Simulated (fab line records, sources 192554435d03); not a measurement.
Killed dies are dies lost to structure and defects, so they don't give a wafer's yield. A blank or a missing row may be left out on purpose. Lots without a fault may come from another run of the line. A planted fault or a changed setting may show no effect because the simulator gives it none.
Chamber matching | flow n5_finfet | N5_BEOL_M4_ALD_98 on ald_sin-03: 4 sister chambers
The step deposits SiO2, target thk 2.5 nm, pulse time 1 s, co reactant pulse time 1 s. 18 wafers are shown with their chamber, then 9 later ones without.

WAFERS WITH THEIR CHAMBER
wafer  | chamber | heater_power_w (W) | precursor_pulse_height_rel
L075.1 | 0       | 81                 | 1.007
L075.2 | 2       | 73                 | 1.003
L075.4 | 3       | 78                 | 0.999
L077.1 | 0       | 80                 | 1.015
L077.2 | 1       | 71                 | 1.006
L077.6 | 2       | 72                 | 1.014
L086.1 | 0       | 81                 | 1.030
L086.3 | 1       | 70                 | 0.964
L086.4 | 2       | 71                 | 1.002
L090.1 | 1       | 68                 | 0.988
L090.2 | 3       | 77                 | 0.995
L090.5 | 2       | 71                 | 0.979
L093.1 | 2       | 72                 | 0.967
L093.4 | 1       | 69                 | 1.014
L093.6 | 0       | 81                 | 0.986
L092.1 | 2       | 72                 | 1.004
L092.3 | 0       | 81                 | 0.979
L092.6 | 1       | 70                 | 1.015

SIGNATURES (means of the wafers above)
reading                    | chamber 0 | chamber 1 | chamber 2 | chamber 3 | scatter within a chamber
heater_power_w             | 80.80     | 69.60     | 71.83     | 77.50     | 0.816
precursor_pulse_height_rel | 1.00340   | 0.99740   | 0.99483   | 0.99700   | 0.0193
Rule: a wafer's distance from a chamber is the root of the sum, over the readings, of the square of ((its reading less the chamber's mean) divided by the reading's scatter). The wafer belongs to the nearest chamber; if the next one is less than 2 further off, it can't be placed. The scatter: the root of (the sum of the squares of (reading less its chamber's mean) over the shown wafers, divided by (wafers less chambers)).

WAFERS WITHOUT THEIR CHAMBER
wafer  | heater_power_w (W) | precursor_pulse_height_rel
L094.1 | 69                 | 0.971
L094.2 | 75                 | 1.005
L094.3 | 71                 | 1.029
L097.3 | 73                 | 1.012
L097.4 | 80                 | 1.017
L097.6 | 78                 | 0.976
L096.1 | 71                 | 0.999
L096.3 | 76                 | 1.041
L096.5 | 80                 | 0.993

WHICH CHAMBER EACH WENT THROUGH
wafer  | from the rows above     | in truth
L094.1 | 1                       | 1
L094.2 | can't be placed: 3 or 2 | 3
L094.3 | can't be placed: 2 or 1 | 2
L097.3 | 2                       | 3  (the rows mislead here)
L097.4 | 0                       | 0
L097.6 | 3                       | 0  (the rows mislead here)
L096.1 | can't be placed: 2 or 1 | 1
L096.3 | 3                       | 3
L096.5 | can't be placed: 0 or 3 | 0
Placed correctly: 3 of 9. Can't be placed from these rows: 4 (the true chamber is among the candidates in 4). Placed wrongly: 2.
